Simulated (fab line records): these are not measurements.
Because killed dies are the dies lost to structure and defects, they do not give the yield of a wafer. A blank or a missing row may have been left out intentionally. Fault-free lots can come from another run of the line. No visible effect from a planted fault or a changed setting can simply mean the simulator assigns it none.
Which tool is to blame? :: flow nand-harc :: 24 lots with 72 wafers sampled at 4 steps, on a route of 1302 steps

== WHAT EACH GAUGE READ, for each wafer ==
NHARC_P_ZERO_WELL_CD_MEAS_11 targets a cd of 500 nm. Usual: cd-nm at 499.9 nm, with a standard deviation of 2.
lot: L074
measured: day 1 21:11
on: cd-sem-02
cd-nm (nm): 503.8 502.7 500.2
flag: 

lot: L075
measured: day 2 07:14
on: cd-sem-03
cd-nm (nm): 498.4 497.9 498.8
flag: 

lot: L076
measured: day 2 17:07
on: cd-sem-01
cd-nm (nm): 500.0 499.6 496.7
flag: 

lot: L077
measured: day 3 03:16
on: cd-sem-01
cd-nm (nm): 496.8 497.2 498.9
flag: 

lot: L078
measured: day 3 13:07
on: cd-sem-02
cd-nm (nm): 498.5 503.3 499.8
flag: 

lot: L079
measured: day 3 23:15
on: cd-sem-03
cd-nm (nm): 498.6 497.3 499.9
flag: 

lot: L080
measured: day 4 09:07
on: cd-sem-02
cd-nm (nm): 501.2 501.9 502.0
flag: 

lot: L081
measured: day 4 19:14
on: cd-sem-01
cd-nm (nm): 501.1 498.9 498.2
flag: 

lot: L082
measured: day 5 05:15
on: cd-sem-03
cd-nm (nm): 502.1 498.4 501.9
flag: 

lot: L083
measured: day 5 15:16
on: cd-sem-03
cd-nm (nm): 496.2 499.7 496.8
flag: 

lot: L084
measured: day 6 01:07
on: cd-sem-01
cd-nm (nm): 499.9 499.8 500.0
flag: 

lot: L085
measured: day 6 11:14
on: cd-sem-02
cd-nm (nm): 497.6 498.6 496.0
flag: 

lot: L086
measured: day 6 21:07
on: cd-sem-03
cd-nm (nm): 501.2 496.1 501.5
flag: 

lot: L087
measured: day 7 07:07
on: cd-sem-01
cd-nm (nm): 498.6 501.7 501.8
flag: 

lot: L088
measured: day 7 17:07
on: cd-sem-03
cd-nm (nm): 500.4 501.4 500.3
flag: 

lot: L089
measured: day 8 03:14
on: cd-sem-02
cd-nm (nm): 502.6 501.0 498.9
flag: 

lot: L090
measured: day 8 13:11
on: cd-sem-02
cd-nm (nm): 501.3 502.3 502.7
flag: 

lot: L091
measured: day 8 23:19
on: cd-sem-02
cd-nm (nm): 500.5 497.6 497.3
flag: 

lot: L092
measured: day 9 09:14
on: cd-sem-02
cd-nm (nm): 500.7 499.2 500.5
flag: 

lot: L093
measured: day 9 19:14
on: cd-sem-03
cd-nm (nm): 497.4 499.9 501.2
flag: 

lot: L094
measured: day 10 05:14
on: cd-sem-01
cd-nm (nm): 499.7 501.6 500.0
flag: 

lot: L095
measured: day 10 15:15
on: cd-sem-02
cd-nm (nm): 501.4 498.4 501.9
flag: 

lot: L096
measured: day 11 01:07
on: cd-sem-02
cd-nm (nm): 500.5 497.2 500.5
flag: 

lot: L097
measured: day 11 11:15
on: cd-sem-03
cd-nm (nm): 503.0 501.6 498.1
flag: 

NHARC_A_START_INSPECT_01. Usual: raw-defect-count at 3.6, with a standard deviation of 2.
lot: L074
measured: day 6 17:13
on: defect-inspect-01
raw-defect-count: 4 5 0
flag: 

lot: L075
measured: day 7 02:59
on: defect-inspect-01
raw-defect-count: 3 4 5
flag: 

lot: L076
measured: day 7 16:56
on: defect-inspect-02
raw-defect-count: 4 1 4
flag: 

lot: L077
measured: day 7 17:59
on: defect-inspect-01
raw-defect-count: 2 9 1
flag: 

lot: L078
measured: day 8 12:22
on: defect-inspect-01
raw-defect-count: 2 4 0
flag: 

lot: L079
measured: day 8 17:47
on: defect-inspect-01
raw-defect-count: 2 4 3
flag: 

lot: L080
measured: day 9 07:22
on: defect-inspect-01
raw-defect-count: 3 5 7
flag: 

lot: L081
measured: day 9 10:19
on: defect-inspect-02
raw-defect-count: 1 2 7
flag: 

lot: L082
measured: day 10 00:44
on: defect-inspect-01
raw-defect-count: 2 9 5
flag: 

lot: L083
measured: day 10 08:21
on: defect-inspect-02
raw-defect-count: 8 4 4
flag: 

lot: L084
measured: day 11 01:43
on: defect-inspect-01
raw-defect-count: 4 5 6
flag: 

lot: L085
measured: day 11 08:46
on: defect-inspect-02
raw-defect-count: 3 3 2
flag: 

lot: L086
measured: day 11 18:49
on: defect-inspect-01
raw-defect-count: 1 7 1
flag: 

lot: L087
measured: day 11 22:32
on: defect-inspect-02
raw-defect-count: 1 1 4
flag: 

lot: L088
measured: day 12 22:01
on: defect-inspect-02
raw-defect-count: 2 2 7
flag: 

lot: L089
measured: day 12 21:13
on: defect-inspect-02
raw-defect-count: 2 3 2
flag: 

lot: L090
measured: day 13 15:35
on: defect-inspect-01
raw-defect-count: 7 5 0
flag: 

lot: L091
measured: day 13 22:52
on: defect-inspect-01
raw-defect-count: 2 1 1
flag: 

lot: L092
measured: day 14 00:37
on: defect-inspect-02
raw-defect-count: 4 10 5
flag: 

lot: L093
measured: day 14 14:10
on: defect-inspect-02
raw-defect-count: 7 5 2
flag: 

lot: L094
measured: day 15 07:02
on: defect-inspect-02
raw-defect-count: 5 3 4
flag: 

lot: L095
measured: day 15 06:27
on: defect-inspect-02
raw-defect-count: 1 4 3
flag: 

lot: L096
measured: day 15 19:29
on: defect-inspect-02
raw-defect-count: 5 7 4
flag: 

lot: L097
measured: day 16 16:10
on: defect-inspect-02
raw-defect-count: 7 8 2
flag: 

== WHICH TOOL RAN EACH LOT (tool, then ch and the chambers of the sampled wafers, then the start) ==
lot: L074
NHARC_P_ZERO_WELL_DESCUM_13: rie-diel-02 ch 0,1,2, day 1 21:21
NHARC_P_M0_STRIP_18: rie-diel-12 ch 0,3, day 6 01:25

lot: L075
NHARC_P_ZERO_WELL_DESCUM_13: rie-diel-13 ch 0,3, day 2 07:24
NHARC_P_M0_STRIP_18: rie-diel-05 ch 0,2,3, day 6 11:32

lot: L076
NHARC_P_ZERO_WELL_DESCUM_13: rie-diel-12 ch 1,2,3, day 2 19:22
NHARC_P_M0_STRIP_18: rie-diel-05 ch 0,1, day 7 01:44

lot: L077
NHARC_P_ZERO_WELL_DESCUM_13: rie-diel-12 ch 0,2, day 3 03:25
NHARC_P_M0_STRIP_18: rie-diel-05 ch 0,3, day 7 02:11

lot: L078
NHARC_P_ZERO_WELL_DESCUM_13: rie-diel-02 ch 0,1,2, day 3 13:17
NHARC_P_M0_STRIP_18: rie-diel-05 ch 1,2,3, day 7 20:41

lot: L079
NHARC_P_ZERO_WELL_DESCUM_13: rie-diel-13 ch 0,2,3, day 3 23:24
NHARC_P_M0_STRIP_18: rie-diel-05 ch 0,1,3, day 8 02:27

lot: L080
NHARC_P_ZERO_WELL_DESCUM_13: rie-diel-13 ch 0,2,3, day 4 09:17
NHARC_P_M0_STRIP_18: rie-diel-05 ch 0,1,2, day 8 13:31

lot: L081
NHARC_P_ZERO_WELL_DESCUM_13: rie-diel-02 ch 2,3, day 4 20:04
NHARC_P_M0_STRIP_18: rie-diel-05 ch 0,2,3, day 8 18:47

lot: L082
NHARC_P_ZERO_WELL_DESCUM_13: rie-diel-13 ch 0,1,3, day 5 05:25
NHARC_P_M0_STRIP_18: rie-diel-02 ch 2,3, day 9 08:22

lot: L083
NHARC_P_ZERO_WELL_DESCUM_13: rie-diel-12 ch 0,1, day 5 15:26
NHARC_P_M0_STRIP_18: rie-diel-05 ch 2,3, day 9 16:41

lot: L084
NHARC_P_ZERO_WELL_DESCUM_13: rie-diel-02 ch 1,2,3, day 6 01:17
NHARC_P_M0_STRIP_18: rie-diel-05 ch 2,3, day 10 09:36

lot: L085
NHARC_P_ZERO_WELL_DESCUM_13: rie-diel-12 ch 0,2, day 6 11:25
NHARC_P_M0_STRIP_18: rie-diel-02 ch 0,1, day 10 16:42

lot: L086
NHARC_P_ZERO_WELL_DESCUM_13: rie-diel-13 ch 0,1,3, day 6 21:18
NHARC_P_M0_STRIP_18: rie-diel-05 ch 0,3, day 11 03:20

lot: L087
NHARC_P_ZERO_WELL_DESCUM_13: rie-diel-13 ch 0,1,3, day 7 07:16
NHARC_P_M0_STRIP_18: rie-diel-05 ch 1,2,3, day 11 07:00

lot: L088
NHARC_P_ZERO_WELL_DESCUM_13: rie-diel-02 ch 0,3, day 7 17:16
NHARC_P_M0_STRIP_18: rie-diel-05 ch 1,2, day 12 06:06

lot: L089
NHARC_P_ZERO_WELL_DESCUM_13: rie-diel-02 ch 0,3, day 8 03:43
NHARC_P_M0_STRIP_18: rie-diel-02 ch 1,2, day 12 05:10

lot: L090
NHARC_P_ZERO_WELL_DESCUM_13: rie-diel-12 ch 1,2, day 8 13:20
NHARC_P_M0_STRIP_18: rie-diel-05 ch 0,2, day 13 00:05

lot: L091
NHARC_P_ZERO_WELL_DESCUM_13: rie-diel-02 ch 0,1,3, day 8 23:29
NHARC_P_M0_STRIP_18: rie-diel-05 ch 0,1,2, day 13 07:29

lot: L092
NHARC_P_ZERO_WELL_DESCUM_13: rie-diel-12 ch 1,2,3, day 9 09:24
NHARC_P_M0_STRIP_18: rie-diel-02 ch 1,2,3, day 13 09:27

lot: L093
NHARC_P_ZERO_WELL_DESCUM_13: rie-diel-12 ch 1,2, day 9 19:26
NHARC_P_M0_STRIP_18: rie-diel-05 ch 0,2,3, day 13 22:54

lot: L094
NHARC_P_ZERO_WELL_DESCUM_13: rie-diel-12 ch 1,2, day 10 05:24
NHARC_P_M0_STRIP_18: rie-diel-12 ch 0,1,3, day 14 15:10

lot: L095
NHARC_P_ZERO_WELL_DESCUM_13: rie-diel-12 ch 1,2,3, day 10 15:26
NHARC_P_M0_STRIP_18: rie-diel-12 ch 0,1,3, day 14 14:55

lot: L096
NHARC_P_ZERO_WELL_DESCUM_13: rie-diel-12 ch 0,1,3, day 11 01:17
NHARC_P_M0_STRIP_18: rie-diel-05 ch 0,2,3, day 15 03:59

lot: L097
NHARC_P_ZERO_WELL_DESCUM_13: rie-diel-02 ch 0,1,2, day 11 11:25
NHARC_P_M0_STRIP_18: rie-diel-12 ch 1,3, day 15 21:48
- NHARC_P_ZERO_WELL_DESCUM_13: chemistry O2, time 3 s.
- NHARC_P_M0_STRIP_18: strips in N2/H2.

== WHAT THE TOOLS THEMSELVES READ (means of the sampled wafers that have a number; where no wafer has one, the mark that the record gives instead) ==
NHARC_P_ZERO_WELL_DESCUM_13. Usual: drypump-motor-current-A 5.8 A, standard deviation 0.57; oes-product-au 0.998 a.u., standard deviation 0.0097; rf-vpp-V 57.7 V, standard deviation 0.92; showerhead-plenum-p-Torr 1.87 Torr, standard deviation 0.079; throttle-valve-pct 11.313 %, standard deviation 0.0088.
lot: L074
tool: rie-diel-02
drypump-motor-current-A (A): 5.8
oes-product-au (a.u.): 1.006
rf-vpp-V (V): 57.9
showerhead-plenum-p-Torr (Torr): 1.83
throttle-valve-pct (%): 11.316
flag: 

lot: L075
tool: rie-diel-13
drypump-motor-current-A (A): 5.9
oes-product-au (a.u.): 1.000
rf-vpp-V (V): 58.4
showerhead-plenum-p-Torr (Torr): 1.97
throttle-valve-pct (%): 11.313
flag: 

lot: L076
tool: rie-diel-12
drypump-motor-current-A (A): 5.8
oes-product-au (a.u.): 1.001
rf-vpp-V (V): 57.9
showerhead-plenum-p-Torr (Torr): 1.91
throttle-valve-pct (%): 11.307
flag: 

lot: L077
tool: rie-diel-12
drypump-motor-current-A (A): 5.0
oes-product-au (a.u.): 0.998
rf-vpp-V (V): 56.6
showerhead-plenum-p-Torr (Torr): 1.81
throttle-valve-pct (%): 11.309
flag: 

lot: L078
tool: rie-diel-02
drypump-motor-current-A (A): 5.8
oes-product-au (a.u.): 1.000
rf-vpp-V (V): 57.7
showerhead-plenum-p-Torr (Torr): 1.83
throttle-valve-pct (%): 11.310
flag: 

lot: L079
tool: rie-diel-13
drypump-motor-current-A (A): 5.6
oes-product-au (a.u.): 0.997
rf-vpp-V (V): 58.7
showerhead-plenum-p-Torr (Torr): 1.94
throttle-valve-pct (%): 11.318
flag: 

lot: L080
tool: rie-diel-13
drypump-motor-current-A (A): 5.6
oes-product-au (a.u.): 0.999
rf-vpp-V (V): 57.7
showerhead-plenum-p-Torr (Torr): 1.94
throttle-valve-pct (%): 11.316
flag: 

lot: L081
tool: rie-diel-02
drypump-motor-current-A (A): 6.1
oes-product-au (a.u.): 0.996
rf-vpp-V (V): 57.3
showerhead-plenum-p-Torr (Torr): 1.89
throttle-valve-pct (%): 11.310
flag: 

lot: L082
tool: rie-diel-13
drypump-motor-current-A (A): 6.0
oes-product-au (a.u.): 0.998
rf-vpp-V (V): 57.9
showerhead-plenum-p-Torr (Torr): 1.92
throttle-valve-pct (%): 11.311
flag: 

lot: L083
tool: rie-diel-12
drypump-motor-current-A (A): 5.4
oes-product-au (a.u.): 0.996
rf-vpp-V (V): 57.6
showerhead-plenum-p-Torr (Torr): 1.85
throttle-valve-pct (%): 11.313
flag: 

lot: L084
tool: rie-diel-02
drypump-motor-current-A (A): 5.8
oes-product-au (a.u.): 1.001
rf-vpp-V (V): 58.0
showerhead-plenum-p-Torr (Torr): 1.86
throttle-valve-pct (%): 11.314
flag: 

lot: L085
tool: rie-diel-12
drypump-motor-current-A (A): 5.0
oes-product-au (a.u.): 0.983
rf-vpp-V (V): 57.8
showerhead-plenum-p-Torr (Torr): 1.80
throttle-valve-pct (%): 11.318
flag: 

lot: L086
tool: rie-diel-13
drypump-motor-current-A (A): 6.0
oes-product-au (a.u.): 1.000
rf-vpp-V (V): 57.1
showerhead-plenum-p-Torr (Torr): 1.92
throttle-valve-pct (%): 11.309
flag: 

lot: L087
tool: rie-diel-13
drypump-motor-current-A (A): 6.0
oes-product-au (a.u.): 0.997
rf-vpp-V (V): 57.3
showerhead-plenum-p-Torr (Torr): 1.92
throttle-valve-pct (%): 11.311
flag: 

lot: L088
tool: rie-diel-02
drypump-motor-current-A (A): 5.8
oes-product-au (a.u.): 0.987
rf-vpp-V (V): 57.4
showerhead-plenum-p-Torr (Torr): 1.80
throttle-valve-pct (%): 11.314
flag: 

lot: L089
tool: rie-diel-02
drypump-motor-current-A (A): 5.9
oes-product-au (a.u.): 1.002
rf-vpp-V (V): 57.8
showerhead-plenum-p-Torr (Torr): 1.84
throttle-valve-pct (%): 11.314
flag: 

lot: L090
tool: rie-diel-12
drypump-motor-current-A (A): 5.6
oes-product-au (a.u.): 0.996
rf-vpp-V (V): 57.1
showerhead-plenum-p-Torr (Torr): 1.83
throttle-valve-pct (%): 11.304
flag: 

lot: L091
tool: rie-diel-02
drypump-motor-current-A (A): 5.6
oes-product-au (a.u.): 0.992
rf-vpp-V (V): 57.8
showerhead-plenum-p-Torr (Torr): 1.80
throttle-valve-pct (%): 11.315
flag: 

lot: L092
tool: rie-diel-12
drypump-motor-current-A (A): 5.8
oes-product-au (a.u.): 1.001
rf-vpp-V (V): 58.0
showerhead-plenum-p-Torr (Torr): 1.89
throttle-valve-pct (%): 11.320
flag: 

lot: L093
tool: rie-diel-12
drypump-motor-current-A (A): 5.6
oes-product-au (a.u.): 1.000
rf-vpp-V (V): 56.7
showerhead-plenum-p-Torr (Torr): 1.82
throttle-valve-pct (%): 11.307
flag: 

lot: L094
tool: rie-diel-12
drypump-motor-current-A (A): 6.0
oes-product-au (a.u.): 0.997
rf-vpp-V (V): 57.4
showerhead-plenum-p-Torr (Torr): 1.87
throttle-valve-pct (%): 11.314
flag: 

lot: L095
tool: rie-diel-12
drypump-motor-current-A (A): 5.8
oes-product-au (a.u.): 0.989
rf-vpp-V (V): 58.3
showerhead-plenum-p-Torr (Torr): 1.89
throttle-valve-pct (%): 11.315
flag: 

lot: L096
tool: rie-diel-12
drypump-motor-current-A (A): 5.7
oes-product-au (a.u.): 0.987
rf-vpp-V (V): 58.0
showerhead-plenum-p-Torr (Torr): 1.90
throttle-valve-pct (%): 11.302
flag: 

lot: L097
tool: rie-diel-02
drypump-motor-current-A (A): 5.8
oes-product-au (a.u.): 1.002
rf-vpp-V (V): 57.7
showerhead-plenum-p-Torr (Torr): 1.91
throttle-valve-pct (%): 11.313
flag: 

NHARC_P_M0_STRIP_18. Usual: drypump-motor-current-A 5.9 A, standard deviation 0.38; h2-flow-sccm 149.9 sccm, standard deviation 0.46; oes-product-au 0.996 a.u., standard deviation 0.009; rf-vpp-V 90.8 V, standard deviation 0.99; showerhead-plenum-p-Torr 2.03 Torr, standard deviation 0.096; throttle-valve-pct 14.172 %, standard deviation 0.0092.
lot: L074
tool: rie-diel-12
drypump-motor-current-A (A): 5.2
h2-flow-sccm (sccm): 149.9
oes-product-au (a.u.): 0.977
rf-vpp-V (V): 91.0
showerhead-plenum-p-Torr (Torr): 2.00
throttle-valve-pct (%): 14.172
flag: 

lot: L075
tool: rie-diel-05
drypump-motor-current-A (A): 5.9
h2-flow-sccm (sccm): 149.6
oes-product-au (a.u.): 1.001
rf-vpp-V (V): 90.8
showerhead-plenum-p-Torr (Torr): 2.01
throttle-valve-pct (%): 14.176
flag: 

lot: L076
tool: rie-diel-05
drypump-motor-current-A (A): 6.1
h2-flow-sccm (sccm): 149.7
oes-product-au (a.u.): 0.993
rf-vpp-V (V): 90.2
showerhead-plenum-p-Torr (Torr): 1.99
throttle-valve-pct (%): 14.179
flag: 

lot: L077
tool: rie-diel-05
drypump-motor-current-A (A): 5.8
h2-flow-sccm (sccm): 149.6
oes-product-au (a.u.): 0.994
rf-vpp-V (V): 91.3
showerhead-plenum-p-Torr (Torr): 2.04
throttle-valve-pct (%): 14.172
flag: 

lot: L078
tool: rie-diel-05
drypump-motor-current-A (A): 6.0
h2-flow-sccm (sccm): 150.1
oes-product-au (a.u.): 1.003
rf-vpp-V (V): 90.3
showerhead-plenum-p-Torr (Torr): 2.09
throttle-valve-pct (%): 14.159
flag: 

lot: L079
tool: rie-diel-05
drypump-motor-current-A (A): 6.0
h2-flow-sccm (sccm): 149.7
oes-product-au (a.u.): 0.994
rf-vpp-V (V): 90.2
showerhead-plenum-p-Torr (Torr): 2.06
throttle-valve-pct (%): 14.177
flag: 

lot: L080
tool: rie-diel-05
drypump-motor-current-A (A): 6.0
h2-flow-sccm (sccm): 149.9
oes-product-au (a.u.): 0.994
rf-vpp-V (V): 91.5
showerhead-plenum-p-Torr (Torr): 2.03
throttle-valve-pct (%): 14.170
flag: 

lot: L081
tool: rie-diel-05
drypump-motor-current-A (A): 5.9
h2-flow-sccm (sccm): 150.0
oes-product-au (a.u.): 1.000
rf-vpp-V (V): 89.6
showerhead-plenum-p-Torr (Torr): 2.01
throttle-valve-pct (%): 14.174
flag: 

lot: L082
tool: rie-diel-02
drypump-motor-current-A (A): 6.1
h2-flow-sccm (sccm): 149.5
oes-product-au (a.u.): 0.996
rf-vpp-V (V): 91.3
showerhead-plenum-p-Torr (Torr): 2.00
throttle-valve-pct (%): 14.175
flag: 

lot: L083
tool: rie-diel-05
drypump-motor-current-A (A): 5.8
h2-flow-sccm (sccm): 149.7
oes-product-au (a.u.): 1.005
rf-vpp-V (V): 90.9
showerhead-plenum-p-Torr (Torr): 2.03
throttle-valve-pct (%): 14.175
flag: 

lot: L084
tool: rie-diel-05
drypump-motor-current-A (A): 5.8
h2-flow-sccm (sccm): 150.2
oes-product-au (a.u.): 1.000
rf-vpp-V (V): 91.2
showerhead-plenum-p-Torr (Torr): 2.03
throttle-valve-pct (%): 14.179
flag: 

lot: L085
tool: rie-diel-02
drypump-motor-current-A (A): 5.5
h2-flow-sccm (sccm): 149.9
oes-product-au (a.u.): 1.001
rf-vpp-V (V): 91.5
showerhead-plenum-p-Torr (Torr): 2.11
throttle-valve-pct (%): 14.170
flag: 

lot: L086
tool: rie-diel-05
drypump-motor-current-A (A): 5.9
h2-flow-sccm (sccm): 149.4
oes-product-au (a.u.): 0.992
rf-vpp-V (V): 90.8
showerhead-plenum-p-Torr (Torr): 1.97
throttle-valve-pct (%): 14.178
flag: 

lot: L087
tool: rie-diel-05
drypump-motor-current-A (A): 5.9
h2-flow-sccm (sccm): 150.0
oes-product-au (a.u.): 0.992
rf-vpp-V (V): 91.4
showerhead-plenum-p-Torr (Torr): 2.08
throttle-valve-pct (%): 14.165
flag: 

lot: L088
tool: rie-diel-05
drypump-motor-current-A (A): 6.1
h2-flow-sccm (sccm): 150.0
oes-product-au (a.u.): 0.983
rf-vpp-V (V): 90.6
showerhead-plenum-p-Torr (Torr): 2.10
throttle-valve-pct (%): 14.178
flag: 

lot: L089
tool: rie-diel-02
drypump-motor-current-A (A): 6.0
h2-flow-sccm (sccm): 149.8
oes-product-au (a.u.): 1.001
rf-vpp-V (V): 90.5
showerhead-plenum-p-Torr (Torr): 1.98
throttle-valve-pct (%): 14.172
flag: 

lot: L090
tool: rie-diel-05
drypump-motor-current-A (A): 5.9
h2-flow-sccm (sccm): 150.2
oes-product-au (a.u.): 0.995
rf-vpp-V (V): 90.4
showerhead-plenum-p-Torr (Torr): 1.97
throttle-valve-pct (%): 14.170
flag: 

lot: L091
tool: rie-diel-05
drypump-motor-current-A (A): 6.0
h2-flow-sccm (sccm): 150.3
oes-product-au (a.u.): 0.998
rf-vpp-V (V): 90.6
showerhead-plenum-p-Torr (Torr): 2.02
throttle-valve-pct (%): 14.174
flag: 

lot: L092
tool: rie-diel-02
drypump-motor-current-A (A): 5.8
h2-flow-sccm (sccm): 149.6
oes-product-au (a.u.): 1.005
rf-vpp-V (V): 89.7
showerhead-plenum-p-Torr (Torr): 1.96
throttle-valve-pct (%): 14.172
flag: 

lot: L093
tool: rie-diel-05
drypump-motor-current-A (A): 5.8
h2-flow-sccm (sccm): 149.6
oes-product-au (a.u.): 0.996
rf-vpp-V (V): 90.5
showerhead-plenum-p-Torr (Torr): 2.00
throttle-valve-pct (%): 14.166
flag: 

lot: L094
tool: rie-diel-12
drypump-motor-current-A (A): 5.7
h2-flow-sccm (sccm): 149.6
oes-product-au (a.u.): 0.995
rf-vpp-V (V): 91.4
showerhead-plenum-p-Torr (Torr): 2.02
throttle-valve-pct (%): 14.174
flag: 

lot: L095
tool: rie-diel-12
drypump-motor-current-A (A): 5.7
h2-flow-sccm (sccm): 150.0
oes-product-au (a.u.): 0.993
rf-vpp-V (V): 90.9
showerhead-plenum-p-Torr (Torr): 2.02
throttle-valve-pct (%): 14.176
flag: 

lot: L096
tool: rie-diel-05
drypump-motor-current-A (A): 5.9
h2-flow-sccm (sccm): 149.8
oes-product-au (a.u.): 1.004
rf-vpp-V (V): 89.9
showerhead-plenum-p-Torr (Torr): 2.00
throttle-valve-pct (%): 14.170
flag: 

lot: L097
tool: rie-diel-12
drypump-motor-current-A (A): 6.2
h2-flow-sccm (sccm): 149.9
oes-product-au (a.u.): 1.009
rf-vpp-V (V): 90.6
showerhead-plenum-p-Torr (Torr): 2.05
throttle-valve-pct (%): 14.167
flag: 

== THE ANSWER, worked out from the rows above alone ==
Rule: lot off if the mean of its wafers having a number is beyond 3 standard deviations from the usual mean. A lot without any number at a reading at which 4 lots or more have one is off too. All remaining lots with rows at the step are treated as sound. Order of review: gauges by route order, followed by the tools' own readings, for which a lot's mean as printed above is used. The first step at which some lot is off is used, and at that step the reading that is off furthest; a lot without a number counts as furthest.
None of the lots is off at any reading shown; this tells nothing.

== WHAT WAS PUT IN BY THE SIMULATOR ==
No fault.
